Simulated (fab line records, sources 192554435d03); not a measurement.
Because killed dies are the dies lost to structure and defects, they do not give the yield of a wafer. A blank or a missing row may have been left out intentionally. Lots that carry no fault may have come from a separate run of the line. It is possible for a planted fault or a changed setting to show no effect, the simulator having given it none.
fab line records + flow n5Finfet + part 2 of 2: steps 5 to 6 of 6
record:
- lots: 21
- wafers: 63
- lastDay: 18
route steps=1938 shown SDB@363 HKMG_FIN@433 GATE_CUT@469
lots that met no fault: from a run of the same line without faults
startH: the number of hours between the record's first day and the start of the first shown wafer of the lot + waitH: hours elapsed since this lot's preceding step + " same as the row above + L1.1+2: one row covering several wafers at once + - either no value or no given start + * or withheld: withheld + < > ~ a bound
route shown NAME@n: a module of which the file shows steps, and the number in the route of the first + usual: the fault-free wafers' mean and standard deviation + same: alike in all rows + chamber/n: place in a boat + sites: each site's reading + _std_site: the values' standard deviation + _edge_site: inner sites' mean taken away from outer sites' mean + radiusMm: how far each site lies from the wafer's centre + mask NAME#n: copy n + behind: the tool/chamber that last shaped the wafer + hold: cause of the lot's hold/its duration in hours/its outcome + device: transistor that didn't switch, given as n, p or np + end of line: the tests these same wafers got at the end of their route + a step with no rows: only its recipe + killed: dies lost to structure and defects at the first sort, not the wafer's yield + map: a wafer's dies, x killed, . not, _ none there
set.NAME: setting as actually run; set.NAME@STEP: the setting as run at that earlier step + model.NAME: the simulator's own value behind a step, which no gauge read
route steps across a sampled set of lots; one table per step, one row per wafer
services: a tool's chamber out of use, with start hour (startH, from the record's first day; less than 0 if before it), hours out, and reason
== steps ==
step: N5_HKMG_FIN_STRIP_90
recipe:
- chemistry: N2/H2
- material: SOC
- timeS: 20
- powerW: 500
- tempC: 40
- pressureMtorr: 50
- rfFrequencyHz: 6e+07
- biasPowerW: 8
- h2Frac: 0.5
- n2FlowSccm: 300
- h2FlowSccm: 300
usual:
- drypumpMotorCurrentA: 5.9/0.37
- h2FlowSccm: 300.1/0.88
- oesProductAu: 0.83/0.1
- rfVppV: 54.3/0.83
- showerheadPlenumPTorr: 3.39/0.076
- throttleValvePct: 19.1/0.39
| lot.wafer | tool       | chamber | startH | waitH | drypumpMotorCurrentA | h2FlowSccm | oesProductAu | rfHoursCounterH | rfVppV | showerheadPlenumPTorr | throttleValvePct |
|-----------|------------|---------|--------|-------|----------------------|------------|--------------|-----------------|--------|-----------------------|------------------|
| L074.2    | rieDiel-02 | 0       | 77.07  | 0.0   | 6.0                  | 299.9      | 0.92         | 17              | 53.9   | 3.43                  | 18.8             |
| L074.3    | "          | 3       | "      | "     | 5.6                  | 300.3      | 0.70         | 244             | 53.0   | 3.45                  | 19.3             |
| L074.5    | "          | 1       | "      | "     | 5.5                  | 299.7      | 0.75         | -               | 54.1   | 3.45                  | 18.8             |
| L075.2    | rieDiel-06 | 3       | 87.16  | 0.0   | 5.4                  | 299.9      | 0.71         | 164             | 53.1   | 3.34                  | 19.3             |
| L075.4    | "          | 2       | "      | "     | 5.7                  | 298.9      | 0.99         | 2               | 54.6   | 3.31                  | 19.3             |
| L075.6    | "          | 3       | "      | "     | 5.4                  | 300.5      | 0.71         | -               | 54.8   | 3.34                  | 19.3             |
| L076.3    | rieDiel-06 | 1       | 95.86  | 0.0   | 6.6                  | 300.7      | 0.67         | 240             | 54.4   | 3.44                  | 19.3             |
| L076.4    | "          | 1       | "      | "     | 6.6                  | 299.1      | 0.67         | -               | 53.9   | 3.44                  | 19.3             |
| L076.6    | "          | 2       | "      | "     | 5.7                  | 299.6      | 0.96         | -               | 53.4   | 3.31                  | 19.4             |
| L077.1    | rieDiel-02 | 0       | 97.82  | 0.0   | 6.0                  | 299.4      | 0.90         | 27              | 55.4   | 3.42                  | 18.8             |
| L077.2    | "          | 1       | "      | "     | 5.5                  | 300.2      | 0.74         | 175             | 55.5   | 3.45                  | 18.8             |
| L077.3    | "          | 2       | "      | "     | 6.2                  | 299.9      | 0.93         | 15              | 54.4   | 3.42                  | 18.2             |
| L078.1    | rieDiel-01 | 0       | 104.14 | 0.0   | 6.0                  | 300.6      | 0.92         | 22              | 55.8   | 3.57                  | 18.9             |
| L078.2    | "          | 2       | "      | "     | 5.9                  | 300.4      | 0.72         | 203             | 53.8   | 3.45                  | 18.8             |
| L078.5    | "          | 1       | "      | "     | 6.1                  | 300.0      | 0.70         | -               | 54.4   | 3.32                  | 19.5             |
| L080.4    | rieDiel-06 | 3       | 113.53 | 0.0   | 5.4                  | 299.6      | 0.70         | 180             | 53.1   | 3.33                  | 19.4             |
| L080.5    | "          | 0       | "      | "     | 6.2                  | 300.0      | 1.00         | -               | 53.3   | 3.30                  | 19.7             |
| L080.6    | "          | 1       | "      | "     | 6.6                  | 300.9      | 0.66         | -               | 53.3   | 3.43                  | 19.3             |
| L081.2    | rieDiel-01 | 1       | 122.36 | 0.0   | 6.1                  | 300.0      | 0.70         | 231             | 56.1   | 3.32                  | 19.5             |
| L081.3    | "          | 0       | "      | "     | 6.0                  | 299.6      | 0.89         | 28              | 54.5   | 3.57                  | 18.9             |
| L081.4    | "          | 3       | "      | "     | 5.3                  | 301.8      | 0.94         | 6               | 53.7   | 3.55                  | 19.1             |
| L082.3    | rieDiel-06 | 0       | 125.24 | 0.0   | 6.2                  | 299.9      | 0.96         | 5               | 54.0   | 3.30                  | 19.7             |
| L082.4    | "          | 3       | "      | "     | 5.4                  | 301.2      | 0.69         | -               | 54.2   | 3.33                  | 19.4             |
| L082.6    | "          | 0       | "      | "     | 6.2                  | 300.2      | 0.97         | -               | 54.7   | 3.30                  | 19.7             |
| L084.2    | rieDiel-06 | 3       | 139.53 | 0.0   | 5.4                  | 299.7      | 0.69         | 190             | 55.0   | 3.32                  | 19.4             |
| L084.3    | "          | 2       | "      | "     | 5.7                  | 299.5      | 0.89         | 28              | 54.8   | 3.30                  | 19.4             |
| L084.6    | "          | 1       | "      | "     | 6.5                  | 300.7      | 0.96         | -               | 53.9   | 3.43                  | 18.9             |
| L085.3    | rieDiel-02 | 0       | 146.04 | 0.0   | 6.0                  | 300.7      | 0.87         | 47              | 55.0   | 3.41                  | 18.8             |
| L085.5    | "          | 3       | "      | "     | 5.5                  | 299.8      | 0.92         | -               | 54.7   | 3.45                  | 19.0             |
| L085.6    | "          | 2       | "      | "     | 6.2                  | 298.8      | 0.89         | -               | 53.9   | 3.41                  | 18.2             |
| L086.2    | rieDiel-02 | 1       | 155.15 | 0.0   | 5.5                  | 299.5      | 0.73         | 198             | 53.5   | 3.44                  | 18.8             |
| L086.3    | "          | 3       | "      | "     | 5.5                  | 300.5      | 0.92         | 11              | 54.7   | 3.44                  | 19.0             |
| L086.6    | "          | 1       | "      | "     | 5.5                  | 299.4      | 0.72         | -               | 54.7   | 3.44                  | 18.8             |
| L087.1    | rieDiel-06 | 0       | 156.47 | 0.0   | 6.2                  | 301.1      | 0.93         | 18              | 53.4   | 3.29                  | 19.7             |
| L087.2    | "          | 1       | "      | "     | 6.5                  | 299.7      | 0.93         | 9               | 53.7   | 3.43                  | 18.9             |
| L087.5    | "          | 0       | "      | "     | 6.3                  | 300.2      | 0.93         | -               | 53.6   | 3.29                  | 19.7             |
| L088.1    | rieDiel-06 | 3       | 165.79 | 0.0   | 5.4                  | 299.7      | 0.68         | 199             | 52.6   | 3.32                  | 19.4             |
| L088.5    | "          | 1       | "      | "     | 6.6                  | 300.4      | 0.93         | -               | 54.2   | 3.43                  | 18.9             |
| L088.6    | "          | 2       | "      | "     | 5.7                  | 301.5      | 0.89         | -               | 55.8   | 3.29                  | 19.4             |
| L089.1    | rieDiel-02 | 2       | 167.59 | 0.0   | 6.2                  | 299.3      | 0.88         | 42              | 52.9   | 3.41                  | 18.2             |
| L089.2    | "          | 0       | "      | "     | 6.0                  | 301.2      | 0.84         | 56              | 55.0   | 3.41                  | 18.9             |
| L089.6    | "          | 1       | "      | "     | 5.5                  | 301.2      | 0.72         | -               | 54.5   | 3.43                  | 18.8             |
| L090.1    | rieDiel-02 | 3       | 173.19 | 0.0   | 5.5                  | 301.2      | 0.89         | 18              | 55.4   | 3.44                  | 19.0             |
| L090.4    | "          | 1       | "      | "     | 5.5                  | 300.3      | 0.72         | -               | 55.3   | 3.43                  | 18.8             |
| L090.5    | "          | 3       | "      | "     | 5.5                  | 302.0      | 0.88         | -               | 55.1   | 3.44                  | 19.0             |
| L091.1    | rieDiel-06 | 0       | 179.71 | 0.0   | 6.1                  | 301.0      | 0.90         | 27              | 53.8   | 3.28                  | 19.7             |
| L091.4    | "          | 3       | "      | "     | 5.4                  | 301.3      | 0.68         | 205             | 55.4   | 3.32                  | 19.4             |
| L091.5    | "          | 3       | "      | "     | 5.4                  | 300.1      | 0.68         | -               | 55.0   | 3.32                  | 19.4             |
| L092.2    | rieDiel-06 | 1       | 183.50 | 0.0   | 6.6                  | 300.9      | 0.90         | 19              | 54.8   | 3.42                  | 19.0             |
| L092.3    | "          | 0       | "      | "     | 6.2                  | 299.3      | 0.90         | 29              | 53.3   | 3.28                  | 19.7             |
| L092.6    | "          | 0       | "      | "     | 6.2                  | 299.0      | 0.90         | -               | 52.9   | 3.28                  | 19.7             |
| L093.2    | rieDiel-06 | 1       | 194.02 | 0.0   | 6.5                  | 299.8      | 0.89         | 24              | 55.0   | 3.42                  | 19.0             |
| L093.5    | "          | 2       | "      | "     | 5.7                  | 298.9      | 0.87         | -               | 53.9   | 3.29                  | 19.4             |
| L093.6    | "          | 3       | "      | "     | 5.4                  | 301.6      | 0.67         | -               | 53.5   | 3.31                  | 19.4             |
| L095.3    | rieDiel-02 | 2       | 208.95 | 0.0   | 6.2                  | 300.3      | 0.85         | 54              | 55.2   | 3.40                  | 18.3             |
| L095.5    | "          | 2       | "      | "     | 6.2                  | 300.6      | 0.86         | -               | 53.7   | 3.40                  | 18.3             |
| L095.6    | "          | 3       | "      | "     | 5.5                  | 299.7      | 0.87         | -               | 55.6   | 3.43                  | 19.0             |
| L096.3    | rieDiel-02 | 0       | 211.75 | 0.0   | 6.0                  | 300.4      | 0.83         | 72              | 54.6   | 3.40                  | 18.9             |
| L096.4    | "          | 2       | "      | "     | 6.2                  | 299.6      | 0.85         | 55              | 54.8   | 3.40                  | 18.3             |
| L096.5    | "          | 3       | "      | "     | 5.6                  | 300.0      | 0.86         | -               | 55.5   | 3.43                  | 19.0             |
| L097.2    | rieDiel-01 | 3       | 220.60 | 0.0   | 5.3                  | 301.6      | 0.87         | 41              | 54.1   | 3.53                  | 19.1             |
| L097.4    | "          | 0       | "      | "     | 6.1                  | 298.9      | 0.85         | -               | 55.0   | 3.55                  | 19.0             |
| L097.5    | "          | 3       | "      | "     | 5.3                  | 300.7      | 0.87         | -               | 55.3   | 3.53                  | 19.1             |
step: N5_GATE_CUT_ETCH_58
recipe:
- chemistry: CH3F/O2
- target: SiNx
- targetDepthA: 170
- timeS: 128.6
- ionEnergyEv: 50
- pressureMtorr: 30
- sourceW: 415
- biasW: 21
- Ar_flow_sccm: 150
- CH3F_flow_sccm: 30
- O2_flow_sccm: 20
usual:
- drypumpMotorCurrentA: 5.6/0.43
- oesProductAu: 0.80/0.1
- rfVppV: 99.1/1.1
- showerheadPlenumPTorr: 2.00/0.072
- throttleValvePct: 16.30/0.24
| lot.wafer | tool       | chamber | startH | waitH | drypumpMotorCurrentA | oesProductAu | rfHoursCounterH | rfVppV | showerheadPlenumPTorr | throttleValvePct |
|-----------|------------|---------|--------|-------|----------------------|--------------|-----------------|--------|-----------------------|------------------|
| L074.2    | rieDiel-04 | 2       | 79.33  | 0.0   | 5.0                  | 0.78         | 146             | 98.4   | 1.92                  | 16.27            |
| L074.3    | "          | 3       | "      | "     | 5.4                  | 0.94         | 5               | 101.5  | 2.15                  | 15.79            |
| L074.5    | "          | 1       | "      | "     | 5.0                  | 0.69         | -               | 99.4   | 1.98                  | 16.40            |
| L075.2    | rieDiel-05 | 3       | 89.41  | 0.0   | 5.4                  | 0.86         | 52              | 100.2  | 2.03                  | 16.31            |
| L075.4    | "          | 1       | "      | "     | 5.5                  | 0.77         | 139             | 99.6   | 1.90                  | 15.99            |
| L075.6    | "          | 0       | "      | "     | 6.1                  | 1.01         | -               | 98.2   | 1.97                  | 15.81            |
| L076.3    | rieDiel-03 | 2       | 98.12  | 0.0   | 6.0                  | 0.72         | 189             | 97.2   | 1.91                  | 16.33            |
| L076.4    | "          | 0       | "      | "     | 5.8                  | 0.73         | 145             | 98.5   | 2.08                  | 16.65            |
| L076.6    | "          | 1       | "      | "     | 4.9                  | 0.70         | -               | 98.9   | 2.06                  | 16.54            |
| L077.1    | rieDiel-04 | 3       | 100.51 | 0.0   | 5.4                  | 0.93         | 10              | 99.6   | 2.15                  | 15.80            |
| L077.2    | "          | 2       | "      | "     | 5.0                  | 0.78         | 151             | 98.5   | 1.92                  | 16.26            |
| L077.3    | "          | 1       | "      | "     | 5.0                  | 0.70         | 209             | 98.4   | 1.97                  | 16.42            |
| L078.1    | rieDiel-03 | 1       | 106.41 | 0.0   | 4.9                  | 0.70         | 239             | 99.9   | 2.06                  | 16.55            |
| L078.2    | "          | 0       | "      | "     | 5.8                  | 0.73         | 147             | 99.2   | 2.08                  | 16.67            |
| L078.5    | "          | 2       | "      | "     | 6.0                  | 0.72         | -               | 99.0   | 1.91                  | 16.35            |
| L080.4    | rieDiel-04 | 1       | 115.90 | 0.0   | 5.0                  | 0.70         | 215             | 98.0   | 1.97                  | 16.42            |
| L080.5    | "          | 1       | "      | "     | 5.0                  | 0.69         | -               | 100.2  | 1.97                  | 16.41            |
| L080.6    | "          | 2       | "      | "     | 5.0                  | 0.77         | -               | 97.8   | 1.92                  | 16.27            |
| L081.2    | rieDiel-04 | 3       | 125.13 | 0.1   | 5.4                  | 0.90         | 17              | 99.1   | 2.14                  | 15.82            |
| L081.3    | "          | 0       | "      | "     | 6.3                  | 0.89         | 28              | 98.4   | 1.95                  | 16.36            |
| L081.4    | "          | 1       | "      | "     | 5.0                  | 0.69         | 217             | 98.4   | 1.97                  | 16.42            |
| L082.3    | rieDiel-03 | 3       | 127.55 | 0.0   | 5.9                  | 0.98         | 2               | 99.5   | 2.06                  | 16.15            |
| L082.4    | "          | 2       | "      | "     | 6.0                  | 0.72         | 198             | 96.8   | 1.91                  | 16.35            |
| L082.6    | "          | 3       | "      | "     | 5.9                  | 0.97         | -               | 100.5  | 2.06                  | 16.17            |
| L084.2    | rieDiel-03 | 1       | 141.97 | 0.2   | 4.9                  | 0.68         | 250             | 98.4   | 2.05                  | 16.58            |
| L084.3    | "          | 2       | "      | "     | 6.0                  | 0.71         | 203             | 99.4   | 1.91                  | 16.35            |
| L084.6    | "          | 3       | "      | "     | 5.9                  | 0.96         | -               | 99.7   | 2.06                  | 16.17            |
| L085.3    | rieDiel-05 | 1       | 148.61 | 0.2   | 5.5                  | 0.75         | 157             | 99.1   | 1.90                  | 15.99            |
| L085.5    | "          | 1       | "      | "     | 5.5                  | 0.75         | -               | 98.0   | 1.90                  | 16.01            |
| L085.6    | "          | 0       | "      | "     | 6.1                  | 0.94         | -               | 99.3   | 1.97                  | 15.85            |
| L086.2    | rieDiel-05 | 3       | 157.51 | 0.2   | 5.4                  | 0.84         | 72              | 98.3   | 2.02                  | 16.36            |
| L086.3    | "          | 1       | "      | "     | 5.5                  | 0.75         | 159             | 97.7   | 1.90                  | 16.02            |
| L086.6    | "          | 1       | "      | "     | 5.5                  | 0.75         | -               | 98.3   | 1.90                  | 16.02            |
| L087.1    | rieDiel-03 | 3       | 158.72 | 0.0   | 5.8                  | 0.93         | 14              | 99.4   | 2.06                  | 16.18            |
| L087.2    | "          | 0       | "      | "     | 5.8                  | 0.73         | 165             | 101.1  | 2.08                  | 16.69            |
| L087.5    | "          | 0       | "      | "     | 5.8                  | 0.71         | -               | 98.9   | 2.08                  | 16.69            |
| L088.1    | rieDiel-05 | 3       | 168.05 | 0.0   | 5.4                  | 0.82         | 76              | 99.5   | 2.02                  | 16.36            |
| L088.5    | "          | 3       | "      | "     | 5.4                  | 0.82         | -               | 99.1   | 2.02                  | 16.37            |
| L088.6    | "          | 0       | "      | "     | 6.1                  | 0.92         | -               | 99.5   | 1.97                  | 15.86            |
| L089.1    | rieDiel-04 | 2       | 169.86 | 0.0   | 5.0                  | 0.75         | 172             | 99.8   | 1.91                  | 16.31            |
| L089.2    | "          | 1       | "      | "     | 5.0                  | 0.68         | 231             | 99.4   | 1.97                  | 16.45            |
| L089.6    | "          | 1       | "      | "     | 5.0                  | 0.67         | -               | 98.2   | 1.97                  | 16.44            |
| L090.1    | rieDiel-03 | 0       | 175.44 | 0.0   | 5.8                  | 0.72         | 172             | 100.0  | 2.08                  | 16.71            |
| L090.4    | "          | 1       | "      | "     | 4.9                  | 0.99         | 2               | 99.7   | 2.05                  | 16.14            |
| L090.5    | "          | 2       | "      | "     | 6.0                  | 0.70         | -               | 97.5   | 1.91                  | 16.37            |
| L091.1    | rieDiel-03 | 1       | 181.97 | 0.0   | 4.9                  | 0.97         | 4               | 100.3  | 2.05                  | 16.14            |
| L091.4    | "          | 0       | "      | "     | 5.8                  | 0.71         | 174             | 100.8  | 2.07                  | 16.72            |
| L091.5    | "          | 2       | "      | "     | 5.9                  | 0.70         | -               | 99.2   | 1.90                  | 16.38            |
| L092.2    | rieDiel-03 | 3       | 185.77 | 0.0   | 5.9                  | 0.91         | 24              | 100.3  | 2.05                  | 16.19            |
| L092.3    | "          | 1       | "      | "     | 4.9                  | 0.98         | 5               | 100.9  | 2.05                  | 16.13            |
| L092.6    | "          | 2       | "      | "     | 6.0                  | 0.70         | -               | 97.6   | 1.90                  | 16.37            |
| L093.2    | rieDiel-03 | 0       | 196.32 | 0.1   | 5.9                  | 0.71         | 179             | 97.7   | 2.07                  | 16.72            |
| L093.5    | "          | 3       | "      | "     | 5.9                  | 0.90         | -               | 98.5   | 2.05                  | 16.20            |
| L093.6    | "          | 0       | "      | "     | 5.8                  | 0.70         | -               | 99.6   | 2.07                  | 16.71            |
| L095.3    | rieDiel-03 | 3       | 211.22 | 0.0   | 5.9                  | 0.90         | 33              | 100.6  | 2.05                  | 16.21            |
| L095.5    | "          | 1       | "      | "     | 4.9                  | 0.95         | -               | 99.0   | 2.05                  | 16.14            |
| L095.6    | "          | 2       | "      | "     | 6.0                  | 0.70         | -               | 99.9   | 1.90                  | 16.39            |
| L096.3    | rieDiel-03 | 2       | 214.01 | 0.0   | 6.0                  | 0.70         | 227             | 99.9   | 1.90                  | 16.39            |
| L096.4    | "          | 1       | "      | "     | 4.9                  | 0.93         | 14              | 98.0   | 2.05                  | 16.16            |
| L096.5    | "          | 2       | "      | "     | 5.9                  | 0.70         | -               | 99.0   | 1.90                  | 16.39            |
| L097.2    | rieDiel-03 | 0       | 222.87 | 0.0   | 5.8                  | 0.70         | 188             | 99.9   | 2.07                  | 16.73            |
| L097.4    | "          | 2       | "      | "     | 6.0                  | 0.69         | 229             | 98.3   | 1.90                  | 16.41            |
| L097.5    | "          | 3       | "      | "     | 5.9                  | 0.88         | -               | 97.6   | 2.05                  | 16.23            |
== services ==
| tool       | chamber | startH | hours | kind   |
|------------|---------|--------|-------|--------|
| cmp-03     | -       | 45.59  | 3.8   | repair |
| cmp-03     | -       | 54.40  | 4.0   | pm     |
| cmp-04     | -       | 63.76  | 2.9   | pm     |
| rieDiel-03 | 3       | 74.51  | 6.5   | repair |
| cmp-03     | -       | 76.09  | 4.0   | pm     |
| cmp-01     | -       | 81.93  | 0.9   | repair |
| rieDiel-03 | 0       | 83.65  | 4.6   | repair |
| cmp-04     | -       | 83.76  | 1.3   | repair |
| cmp-03     | -       | 84.01  | 0.3   | repair |
| rieDiel-01 | -       | 86.10  | 14.6  | pm     |
| rieDiel-06 | 0       | 89.21  | 9.2   | repair |
| cmp-04     | -       | 98.61  | 0.2   | repair |
| cmp-01     | -       | 102.25 | 1.0   | repair |
| cmp-01     | -       | 108.20 | 13.3  | pm     |
| cmp-01     | -       | 150.78 | 3.5   | repair |
| cmp-03     | -       | 153.40 | 0.4   | repair |
| rieDiel-03 | 2       | 161.67 | 4.7   | repair |
| cmp-01     | -       | 162.94 | 1.1   | repair |
| rieDiel-02 | 2       | 171.75 | 5.4   | repair |
| rieDiel-01 | -       | 189.34 | 0.3   | repair |
| cmp-04     | -       | 199.30 | 4.0   | pm     |
| cmp-03     | -       | 211.58 | 1.2   | repair |
| rieDiel-01 | 2       | 218.92 | 9.9   | repair |
| rieDiel-02 | 0       | 219.88 | 3.8   | repair |
